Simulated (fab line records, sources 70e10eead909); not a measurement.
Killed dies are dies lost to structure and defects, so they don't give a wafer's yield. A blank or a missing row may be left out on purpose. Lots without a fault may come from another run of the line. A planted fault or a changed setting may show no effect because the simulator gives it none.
Chamber matching | flow nand_harc | NHARC_A_CONTACT_ETCH_30 on rie_diel-03: 4 sister chambers
The step etches the open film in CF4/CHF3, target depth 72.6 nm, time 36.3 s. 4 wafers are shown with their chamber, then 9 later ones without.

WAFERS WITH THEIR CHAMBER
wafer  | chamber | drypump_motor_current_A (A)
L228.1 | 0       | 5.4
L228.3 | 1       | 5.6
L235.2 | 2       | 6.4
L235.3 | 3       | 5.3

WAFERS WITHOUT THEIR CHAMBER
wafer  | drypump_motor_current_A (A)
L237.2 | 5.6
L237.4 | 6.3
L236.2 | 5.4
L242.2 | 5.3
L242.4 | 5.3
L242.6 | 6.4
L243.4 | 5.4
L243.5 | 5.3
L243.6 | 6.3

WHICH CHAMBER EACH WENT THROUGH
wafer  | from the rows above | in truth
L237.2 | 1                   | 1
L237.4 | 2                   | 2
L236.2 | 0                   | 0
L242.2 | 3                   | 3
L242.4 | 3                   | 3
L242.6 | 2                   | 2
L243.4 | 0                   | 0
L243.5 | 3                   | 3
L243.6 | 2                   | 2
Placed correctly: 9 of 9. Can't be placed from these rows: 0. Placed wrongly: 0.
How it was worked out, from the rows above alone: a wafer's distance from a chamber is the root of the sum, over the readings, of the square of ((its reading less the chamber's mean) divided by the reading's scatter). The wafer belongs to the nearest chamber; if the next one is less than 2 further off, it can't be placed. A chamber's mean is the mean of its shown wafers. The scatter: with one shown wafer a chamber, the root of the mean of the squares of how far each hidden wafer lies from its nearest shown one.
